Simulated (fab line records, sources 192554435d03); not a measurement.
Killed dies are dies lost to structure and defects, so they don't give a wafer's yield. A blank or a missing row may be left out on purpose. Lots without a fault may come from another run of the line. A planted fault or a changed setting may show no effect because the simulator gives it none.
fab line records | flow n5_finfet | part 1 of 2: steps 1 to 20 of 29
record lots=5 wafers=15 last_day=17
route steps=1938 shown BEOL_M7@1288
lots that met no fault: from a run of the same line without faults
start_h: hours from the record's first day to the start of the lot's first wafer shown | wait_h: hours since the lot's step before | " the same as in the row above | L1.1+2: a row that stands for several wafers | - no value, or no start given | * or withheld: withheld | < > ~ a bound
route shown NAME@n: a module of which the file shows steps, and the number in the route of the first | usual: mean/standard deviation of fault-free wafers | same: alike in all rows | chamber/n: place in a boat | sites: the reading at each site | _std_site: their standard deviation | _edge_site: outer sites' mean less inner sites' | radius_mm: how far each site lies from the wafer's centre | mask NAME#n: copy n | behind: the tool/chamber that last shaped the wafer | hold: why the lot was held/for how many hours/how that ended | device: the transistor (n, p or np) that didn't switch | end of line: the same wafers' tests at the end of the route | a step without rows: its recipe alone | killed: dies lost to structure and defects at the first sort, not the wafer's yield | map: a wafer's dies, x killed, . not, _ none there
set.NAME: the setting as run; set.NAME@STEP: as run at that earlier step | model.NAME: the simulator's own value behind a step, which no gauge read
lots at some steps of the route; a table a step, a row a wafer
services: from which hour (start_h, from the record's first day; less than 0 if before it) a tool's chamber was out of use, for how many hours, and why
## steps
# step N5_BEOL_M7_COAT_64
# recipe resist=SiARC temp_c=220 time_s=60 spin_rpm=1500 resist_thk_nm=12
# usual chill_plate_temp_C=23.03/0.11
# columns lot.wafer tool chamber start_h wait_h chill_plate_temp_C
L081.2 litho_track-03 0 - - 22.90
L081.3 " 0 " " 22.86
L081.4 " 0 " " 22.98
L090.1 litho_track-02 0 - - 23.04
L090.3 " 0 " " 23.05
L090.5 " 0 " " 23.04
L093.4 litho_track-02 0 - - 23.20
L093.5 " 0 " " 22.87
L093.6 " 0 " " 23.08
L094.1 litho_track-03 0 - - 23.00
L094.4 " 0 " " 22.91
L094.6 " 0 " " 23.04
L097.2 litho_track-02 0 - - 23.21
L097.4 " 0 " " 23.21
L097.5 " 0 " " 23.16
# step N5_BEOL_M7_COAT_71
# recipe resist=underlayer temp_c=205 time_s=60 spin_rpm=1500 resist_thk_nm=5
# usual chill_plate_temp_C=23.00/0.12
# columns lot.wafer tool chamber start_h wait_h chill_plate_temp_C
L081.2 litho_track-03 0 - - 23.09
L081.3 " 0 " " 22.97
L081.4 " 0 " " 23.22
L090.1 litho_track-02 0 - - 23.04
L090.3 " 0 " " 23.01
L090.5 " 0 " " 23.14
L093.4 litho_track-02 0 - - 22.96
L093.5 " 0 " " 23.15
L093.6 " 0 " " 22.90
L094.1 litho_track-03 0 - - 22.95
L094.4 " 0 " " 23.03
L094.6 " 0 " " 22.96
L097.2 litho_track-02 0 - - 22.89
L097.4 " 0 " " 22.75
L097.5 " 0 " " 22.81
# step N5_BEOL_M7_COAT_22
# recipe resist=CAR-EUV spin_rpm=1500 resist_thk_nm=30
# usual chill_plate_temp_C=22.97/0.1
# columns lot.wafer tool chamber start_h wait_h chill_plate_temp_C
L081.2 litho_track-03 0 - - 22.89
L081.3 " 0 " " 22.83
L081.4 " 0 " " 22.83
L090.1 litho_track-02 0 - - 22.99
L090.3 " 0 " " 22.84
L090.5 " 0 " " 22.83
L093.4 litho_track-02 0 - - 22.99
L093.5 " 0 " " 22.89
L093.6 " 0 " " 22.83
L094.1 litho_track-03 0 - - 23.08
L094.4 " 0 " " 23.05
L094.6 " 0 " " 23.15
L097.2 litho_track-02 0 - - 22.88
L097.4 " 0 " " 22.94
L097.5 " 0 " " 22.91
# step N5_BEOL_M7_EBR_24
# recipe solvent=PGMEA ebr_width_mm=1.5
# usual chill_plate_temp_C=23.00/0.11
# columns lot.wafer tool chamber start_h wait_h chill_plate_temp_C
L081.2 litho_track-03 0 - - 23.02
L081.3 " 0 " " 22.86
L081.4 " 0 " " 23.07
L090.1 litho_track-02 0 - - 23.08
L090.3 " 0 " " 23.01
L090.5 " 0 " " 23.18
L093.4 litho_track-02 0 - - 22.91
L093.5 " 0 " " 23.03
L093.6 " 0 " " 22.95
L094.1 litho_track-03 0 - - 22.95
L094.4 " 0 " " 23.15
L094.6 " 0 " " 22.96
L097.2 litho_track-02 0 - - 22.87
L097.4 " 0 " " 23.04
L097.5 " 0 " " 23.08
# step N5_BEOL_M7_SOFTBAKE_23
# recipe temp_c=110 time_s=60 resist=CAR-EUV
# usual chill_plate_temp_C=22.99/0.11
# columns lot.wafer tool chamber start_h wait_h chill_plate_temp_C
L081.2 litho_track-03 0 - - 22.92
L081.3 " 0 " " 23.06
L081.4 " 0 " " 22.86
L090.1 litho_track-02 0 - - 22.99
L090.3 " 0 " " 23.10
L090.5 " 0 " " 23.08
L093.4 litho_track-02 0 - - 22.87
L093.5 " 0 " " 22.87
L093.6 " 0 " " 22.79
L094.1 litho_track-03 0 - - 23.06
L094.4 " 0 " " 22.99
L094.6 " 0 " " 22.97
L097.2 litho_track-02 0 - - 23.19
L097.4 " 0 " " 22.99
L097.5 " 0 " " 23.04
# step N5_BEOL_M7_EXPOSE_25
# recipe mask_id=V6 na=0.33 source_shape=annular sigma_inner=0.4 sigma_outer=0.8 polarization=unpolarized target_cd_nm=40 dose_mj=42.5
# columns lot.wafer tool chamber start_h wait_h mask
L081.2+3+4 euv_scanner-02 0 231.80 - V6#0
L090.1+3+5 euv_scanner-02 0 285.65 - V6#0
L093.4+5+6 euv_scanner-02 0 317.42 - V6#0
L094.1+4+6 euv_scanner-02 0 317.62 - V6#0
L097.2+4+5 euv_scanner-01 0 334.87 - V6#0
# step N5_BEOL_M7_PEB_26
# recipe peb_temp_c=100 peb_time_s=60 resist=CAR-EUV
# usual chill_plate_temp_C=22.99/0.12
# columns lot.wafer tool chamber start_h wait_h chill_plate_temp_C
L081.2 litho_track-04 0 231.86 0.1 22.71
L081.3 " 0 " " 22.63
L081.4 " 0 " " 22.85
L090.1 litho_track-04 0 285.71 0.1 22.69
L090.3 " 0 " " 22.75
L090.5 " 0 " " 22.86
L093.4 litho_track-03 0 317.47 0.0 23.12
L093.5 " 0 " " 23.05
L093.6 " 0 " " 22.91
L094.1 litho_track-04 0 317.69 0.1 23.10
L094.4 " 0 " " 23.15
L094.6 " 0 " " 22.97
L097.2 litho_track-02 0 334.93 0.1 23.03
L097.4 " 0 " " 23.02
L097.5 " 0 " " 22.95
# step N5_BEOL_M7_DEVELOP_27
# recipe develop_time_s=30 developer=TMAH resist=CAR-EUV rinse_liquid=surfactant_rinse dry=air_spin dev_temp_c=23
# usual chill_plate_temp_C=22.98/0.097
# columns lot.wafer tool chamber start_h wait_h chill_plate_temp_C
L081.2 litho_track-04 0 - - 22.91
L081.3 " 0 " " 22.94
L081.4 " 0 " " 22.95
L090.1 litho_track-04 0 - - 23.02
L090.3 " 0 " " 22.99
L090.5 " 0 " " 22.92
L093.4 litho_track-03 0 - - 22.98
L093.5 " 0 " " 22.84
L093.6 " 0 " " 22.94
L094.1 litho_track-04 0 - - 22.98
L094.4 " 0 " " 23.20
L094.6 " 0 " " 23.13
L097.2 litho_track-02 0 - - 22.89
L097.4 " 0 " " 23.06
L097.5 " 0 " " 22.97
# step N5_BEOL_M7_CD_MEAS_28
# recipe target_cd_nm=40 landing_energy_ev=500 detector=se_inlens
# usual cd_nm=40.07/0.27
# columns lot.wafer tool chamber start_h wait_h cd_nm
L081.2 cd_sem-03 0 231.93 - 40.21
L081.3 " 0 " " 40.59
L081.4 " 0 " " 40.29
L090.1 cd_sem-02 0 285.78 - 40.17
L090.3 " 0 " " 39.88
L090.5 " 0 " " 40.34
L093.4 cd_sem-03 0 317.54 - 39.75
L093.5 " 0 " " 40.21
L093.6 " 0 " " 39.86
L094.1 cd_sem-01 0 317.75 - 40.78
L094.4 " 0 " " 40.32
L094.6 " 0 " " 40.30
L097.2 cd_sem-01 0 334.99 - 39.89
L097.4 " 0 " " 40.15
L097.5 " 0 " " 39.91
# step N5_BEOL_M7_OVL_MEAS_29
# recipe points_per_wafer=522
# usual V6_OVL=-0.4/0.7
# columns lot.wafer tool chamber start_h wait_h V6_OVL[nm]
L081.2 overlay-01 0 231.96 0.0 -0.1
L081.3 " 0 " " -0.5
L081.4 " 0 " " -0.8
L090.1 overlay-02 0 285.81 0.0 -1.5
L090.3 " 0 " " -1.2
L090.5 " 0 " " -0.7
L093.4 overlay-02 0 317.58 0.0 -0.2
L093.5 " 0 " " -1.0
L093.6 " 0 " " -0.2
L094.1 overlay-01 0 317.79 0.0 -0.5
L094.4 " 0 " " -0.1
L094.6 " 0 " " -1.1
L097.2 overlay-01 0 335.03 0.0 -0.6
L097.4 " 0 " " 0.3
L097.5 " 0 " " 0.2
# step N5_BEOL_M7_INSPECT_30
# recipe mode=adi inspect_instrument=brightfield
# usual raw_defect_count=422/100
# columns lot.wafer tool chamber start_h wait_h raw_defect_count
L081.2 defect_inspect-01 - 232.01 0.0 315
L081.3 " - " " 330
L081.4 " - " " 435
L090.1 defect_inspect-01 - 285.87 0.1 421
L090.3 " - " " 397
L090.5 " - " " 502
L093.4 defect_inspect-01 - 317.63 0.0 485
L093.5 " - " " 441
L093.6 " - " " 406
L094.1 defect_inspect-01 - 317.84 0.1 494
L094.4 " - " " 382
L094.6 " - " " 557
L097.2 defect_inspect-01 - 335.08 0.0 313
L097.4 " - " " 271
L097.5 " - " " 424
# step N5_BEOL_M7_DESCUM_33
# recipe chemistry=O2 time_s=7 source_power_w=50 bias_power_w=20 pressure_mtorr=20 rf_frequency_hz=2.712e+07 temp_c=40 resist=CAR-EUV o2_flow_sccm=225
# usual drypump_motor_current_A=5.8/0.34 oes_product_au=0.76/0.086 rf_vpp_V=243.1/1.4 showerhead_plenum_p_Torr=2.09/0.077 throttle_valve_pct=20.50/0.22
# columns lot.wafer tool chamber start_h wait_h drypump_motor_current_A oes_product_au rf_hours_counter_h rf_vpp_V showerhead_plenum_p_Torr throttle_valve_pct
L081.2 rie_diel-03 0 232.05 0.0 5.7 0.72 201 246.5 2.19 20.73
L081.3 " 2 " " 6.0 0.97 9 245.4 2.24 20.57
L081.4 " 0 " " 5.7 0.72 - 244.0 2.19 20.73
L090.1 rie_diel-02 2 286.14 0.3 5.1 0.67 233 242.1 2.07 20.69
L090.3 " 0 " " 6.3 0.70 233 243.0 2.02 20.64
L090.5 " 3 " " 5.3 0.77 - 243.8 2.08 19.95
L093.4 rie_diel-03 3 317.66 0.0 5.7 0.70 232 241.9 1.99 20.57
L093.5 " 3 " " 5.8 0.70 - 241.4 1.99 20.58
L093.6 " 2 " " 6.0 0.93 - 245.6 2.23 20.59
L094.1 rie_diel-01 1 317.88 0.0 5.5 0.69 238 242.5 2.06 20.63
L094.4 " 2 " " 6.3 0.71 200 241.4 1.98 20.37
L094.6 " 3 " " 5.4 0.69 - 242.5 2.07 20.56
L097.2 rie_diel-01 1 335.44 0.4 5.4 0.70 243 243.1 2.06 20.64
L097.4 " 3 " " 5.4 0.69 224 242.8 2.07 20.55
L097.5 " 1 " " 5.5 0.69 - 241.9 2.06 20.65
# step N5_BEOL_M7_ETCH_72
# recipe chemistry=N2/H2 target=underlayer target_depth_a=65 mask_material=CAR-EUV time_s=5.2 ion_energy_ev=200 pressure_mtorr=30 source_w=840 bias_w=150 n2_flow_sccm=200 h2_flow_sccm=200 ends=cleared
# usual drypump_motor_current_A=5.8/0.35 etch_rf_on_time_s=5.18/0.21 oes_product_au=0.65/0.077 rf_vpp_V=523.7/2.6 showerhead_plenum_p_Torr=2.53/0.086 throttle_valve_pct=17.9/0.3
# columns lot.wafer tool chamber start_h wait_h drypump_motor_current_A etch_rf_on_time_s oes_product_au rf_hours_counter_h rf_vpp_V showerhead_plenum_p_Torr throttle_valve_pct
L081.2 rie_diel-03 0 232.08 0.0 5.7 5.49 0.60 201 525.4 2.63 17.9
L081.3 " 2 " " 6.0 4.96 0.84 9 528.5 2.68 17.7
L081.4 " 0 " " 5.7 5.44 0.60 - 525.8 2.63 17.9
L090.1 rie_diel-02 2 286.17 0.0 5.1 5.10 0.58 233 522.0 2.51 18.1
L090.3 " 0 " " 6.3 5.32 0.60 233 522.7 2.53 18.6
L090.5 " 3 " " 5.3 5.23 0.66 - 525.1 2.54 17.5
L093.4 rie_diel-03 3 317.69 0.0 5.8 5.00 0.60 232 521.0 2.38 17.7
L093.5 " 3 " " 5.8 5.06 0.62 - 523.6 2.38 17.7
L093.6 " 2 " " 6.0 4.94 0.79 - 528.8 2.67 17.8
L094.1 rie_diel-01 1 317.91 0.0 5.5 5.12 0.60 238 525.0 2.50 18.1
L094.4 " 2 " " 6.3 5.13 0.63 200 519.4 2.44 18.1
L094.6 " 3 " " 5.4 5.61 0.57 - 524.8 2.51 18.0
L097.2 rie_diel-01 1 335.47 0.0 5.5 5.11 0.59 243 522.8 2.49 18.0
L097.4 " 3 " " 5.4 5.65 0.57 224 525.1 2.51 18.0
L097.5 " 1 " " 5.5 5.19 0.58 - 522.0 2.50 18.1
# step N5_BEOL_M7_ETCH_65
# recipe chemistry=CF4 target=SiARC target_depth_a=156 mask_material=CAR-EUV time_s=26 ion_energy_ev=80 pressure_mtorr=40 source_w=545 bias_w=36 Ar_flow_sccm=100 cf4_flow_sccm=100 ends=cleared
# usual drypump_motor_current_A=5.8/0.34 etch_rf_on_time_s=25.9/1.1 mfc_ar_sccm=100.03/0.27 oes_product_au=0.65/0.076 rf_vpp_V=183.9/1.2 showerhead_plenum_p_Torr=2.13/0.066 throttle_valve_pct=15.71/0.26
# columns lot.wafer tool chamber start_h wait_h drypump_motor_current_A etch_rf_on_time_s mfc_ar_sccm oes_product_au rf_hours_counter_h rf_vpp_V showerhead_plenum_p_Torr throttle_valve_pct
L081.2 rie_diel-03 0 232.10 0.0 5.7 27.2 100.42 0.60 201 184.5 2.19 15.68
L081.3 " 2 " " 6.0 24.5 100.28 0.85 9 185.3 2.25 15.51
L081.4 " 0 " " 5.7 27.1 99.89 0.61 - 183.9 2.19 15.68
L090.1 rie_diel-02 2 286.19 0.0 5.1 25.4 100.21 0.58 233 183.6 2.10 15.90
L090.3 " 0 " " 6.3 26.1 100.23 0.60 233 184.0 2.14 16.15
L090.5 " 3 " " 5.4 26.1 99.92 0.66 - 184.3 2.13 15.19
L093.4 rie_diel-03 3 317.71 0.0 5.8 25.0 99.76 0.60 232 182.6 2.03 15.74
L093.5 " 3 " " 5.8 25.4 99.77 0.61 - 183.6 2.03 15.73
L093.6 " 2 " " 6.0 25.1 99.66 0.80 - 185.8 2.25 15.54
L094.1 rie_diel-01 1 317.93 0.0 5.5 25.1 100.05 0.60 238 184.3 2.13 15.97
L094.4 " 2 " " 6.3 25.5 99.99 0.63 200 181.9 2.04 15.71
L094.6 " 3 " " 5.4 28.2 100.08 0.58 - 183.1 2.13 15.85
L097.2 rie_diel-01 1 335.49 0.0 5.5 25.8 99.71 0.59 243 183.7 2.12 15.98
L097.4 " 3 " " 5.4 28.9 99.88 0.56 224 183.9 2.13 15.86
L097.5 " 1 " " 5.5 25.6 100.34 0.59 - 184.0 2.12 15.98
# step N5_BEOL_M7_ETCH_66
# recipe chemistry=N2/H2 target=SOC target_depth_a=800 overetch_a=160 mask_material=SiARC temp_c=40 time_s=120 ion_energy_ev=200 pressure_mtorr=30 source_w=840 bias_w=150 n2_flow_sccm=200 h2_flow_sccm=200
# usual drypump_motor_current_A=5.8/0.35 oes_product_au=0.58/0.06 rf_vpp_V=523.7/2.5 showerhead_plenum_p_Torr=2.53/0.087 throttle_valve_pct=17.9/0.3
# columns lot.wafer tool chamber start_h wait_h drypump_motor_current_A oes_product_au rf_hours_counter_h rf_vpp_V showerhead_plenum_p_Torr throttle_valve_pct
L081.2 rie_diel-03 0 232.13 0.0 5.7 0.55 201 527.4 2.63 17.8
L081.3 " 2 " " 5.9 0.73 9 529.0 2.68 17.7
L081.4 " 0 " " 5.7 0.56 - 527.0 2.63 17.8
L090.1 rie_diel-02 2 286.22 0.0 5.1 0.52 233 523.0 2.51 18.1
L090.3 " 0 " " 6.3 0.54 233 523.8 2.53 18.6
L090.5 " 3 " " 5.3 0.59 - 524.1 2.54 17.4
L093.4 rie_diel-03 3 317.74 0.0 5.8 0.53 232 520.2 2.38 17.7
L093.5 " 3 " " 5.8 0.54 - 520.8 2.38 17.7
L093.6 " 2 " " 6.0 0.69 - 528.3 2.67 17.7
L094.1 rie_diel-01 1 317.96 0.0 5.5 0.53 238 523.4 2.50 18.0
L094.4 " 2 " " 6.3 0.56 200 521.1 2.44 18.1
L094.6 " 3 " " 5.4 0.54 - 523.5 2.51 18.0
L097.2 rie_diel-01 1 335.52 0.0 5.5 0.53 243 523.4 2.49 18.0
L097.4 " 3 " " 5.4 0.54 224 523.5 2.51 18.0
L097.5 " 1 " " 5.5 0.52 - 521.7 2.50 18.0
# step N5_BEOL_M7_STRIP_69
# recipe chemistry=N2/H2 temp_c=40 n2_flow_sccm=200 h2_flow_sccm=200 rf_frequency_hz=6e+07
# columns lot.wafer tool chamber start_h wait_h
L081.2+3+4 rie_diel-03 0,2,0 232.21 0.0
L090.1+3+5 rie_diel-02 2,0,3 286.30 0.0
L093.4+5+6 rie_diel-03 3,3,2 317.82 0.0
L094.1+4+6 rie_diel-01 1,2,3 318.04 0.0
L097.2+4+5 rie_diel-01 1,3,1 335.60 0.0
# step N5_BEOL_M7_STRIP_73
# recipe chemistry=N2/H2 temp_c=40 n2_flow_sccm=200 h2_flow_sccm=200 rf_frequency_hz=6e+07
# columns lot.wafer tool chamber start_h wait_h
L081.2+3+4 rie_diel-03 0,2,0 232.22 0.0
L090.1+3+5 rie_diel-02 2,0,3 286.31 0.0
L093.4+5+6 rie_diel-03 3,3,2 317.83 0.0
L094.1+4+6 rie_diel-01 1,2,3 318.05 0.0
L097.2+4+5 rie_diel-01 1,3,1 335.61 0.0
# step N5_BEOL_M7_VIA_ETCH_34
# recipe chemistry=C4F6/O2 target=SiCOH_lowk target_depth_a=1255 mask_material=SOC taper_deg=4 time_s=50.5 ion_energy_ev=250 pressure_mtorr=30 source_w=345 bias_w=185 Ar_flow_sccm=300 C4F6_flow_sccm=10 O2_flow_sccm=10
# usual drypump_motor_current_A=5.8/0.35 mfc_ar_sccm=300.1/0.96 oes_f_703_au=0.77/0.096 oes_product_au=0.76/0.086 rf_vpp_V=665/25 showerhead_plenum_p_Torr=2.84/0.094 throttle_valve_pct=20.97/0.29
# columns lot.wafer tool chamber start_h wait_h drypump_motor_current_A mfc_ar_sccm oes_f_703_au oes_product_au rf_hours_counter_h rf_vpp_V showerhead_plenum_p_Torr throttle_valve_pct
L081.2 rie_diel-03 0 232.23 0.0 5.7 299.3 0.69 0.71 201 700 2.91 20.86
L081.3 " 2 " " 6.0 299.1 1.02 0.97 9 668 3.00 20.87
L081.4 " 0 " " 5.7 300.0 0.69 0.70 - 700 2.91 20.85
L090.1 rie_diel-02 2 286.32 0.0 5.2 301.2 0.70 0.67 233 672 2.79 21.06
L090.3 " 0 " " 6.3 302.0 0.70 0.69 233 633 2.84 21.51
L090.5 " 3 " " 5.3 300.3 0.77 0.77 - 670 2.86 20.55
L093.4 rie_diel-03 3 317.84 0.0 5.7 300.6 0.75 0.71 232 622 2.69 20.91
L093.5 " 3 " " 5.7 300.3 0.75 0.70 - 622 2.69 20.92
L093.6 " 2 " " 6.0 301.1 0.98 0.92 - 668 2.99 20.89
L094.1 rie_diel-01 1 318.06 0.0 5.5 298.9 0.73 0.69 238 636 2.85 21.37
L094.4 " 2 " " 6.3 301.7 0.74 0.73 200 694 2.69 20.78
L094.6 " 3 " " 5.4 299.3 0.64 0.68 - 673 2.83 21.10
L097.2 rie_diel-01 1 335.62 0.0 5.5 300.5 0.73 0.69 243 636 2.85 21.39
L097.4 " 3 " " 5.4 299.4 0.64 0.67 224 673 2.83 21.13
L097.5 " 1 " " 5.5 299.7 0.72 0.69 - 638 2.85 21.39
# step N5_BEOL_M7_STRIP_76
# recipe chemistry=C4F6/O2 resist=SiARC rf_frequency_hz=6e+07
# columns lot.wafer tool chamber start_h wait_h
L081.2+3+4 rie_diel-03 0,2,0 232.27 0.0
L090.1+3+5 rie_diel-02 2,0,3 286.36 0.0
L093.4+5+6 rie_diel-03 3,3,2 317.88 0.0
L094.1+4+6 rie_diel-01 1,2,3 318.10 0.0
L097.2+4+5 rie_diel-01 1,3,1 335.66 0.0
# step N5_BEOL_M7_STRIP_36
# recipe chemistry=N2/H2 power_w=450 temp_c=40 pressure_mtorr=20 rf_frequency_hz=6e+07 overash_fraction=0.3 bias_power_w=7 h2_frac=0.5 n2_flow_sccm=200 h2_flow_sccm=200
# usual drypump_motor_current_A=5.8/0.34 oes_product_au=0.76/0.086 rf_vpp_V=58.9/1.4 showerhead_plenum_p_Torr=2.53/0.087 throttle_valve_pct=23.6/0.44
# columns lot.wafer tool chamber start_h wait_h drypump_motor_current_A oes_product_au rf_hours_counter_h rf_vpp_V showerhead_plenum_p_Torr throttle_valve_pct
L081.2 rie_diel-03 0 232.28 0.0 5.7 0.71 201 60.5 2.62 23.5
L081.3 " 2 " " 6.0 0.98 9 61.1 2.68 23.5
L081.4 " 0 " " 5.7 0.72 - 59.3 2.62 23.5
L090.1 rie_diel-02 2 286.37 0.0 5.1 0.67 233 58.6 2.51 23.6
L090.3 " 0 " " 6.3 0.70 233 59.4 2.53 24.8
L090.5 " 3 " " 5.3 0.77 - 57.6 2.54 23.2
L093.4 rie_diel-03 3 317.89 0.0 5.8 0.69 232 58.2 2.37 23.3
L093.5 " 3 " " 5.8 0.70 - 62.2 2.37 23.3
L093.6 " 2 " " 6.0 0.92 - 58.7 2.67 23.5
L094.1 rie_diel-01 1 318.11 0.0 5.5 0.69 238 59.0 2.49 23.6
L094.4 " 2 " " 6.3 0.72 200 59.2 2.43 24.1
L094.6 " 3 " " 5.4 0.69 - 59.0 2.51 23.7
L097.2 rie_diel-01 1 335.67 0.0 5.5 0.70 243 59.6 2.49 23.6
L097.4 " 3 " " 5.5 0.69 224 58.7 2.51 23.7
L097.5 " 1 " " 5.5 0.68 - 57.5 2.49 23.6
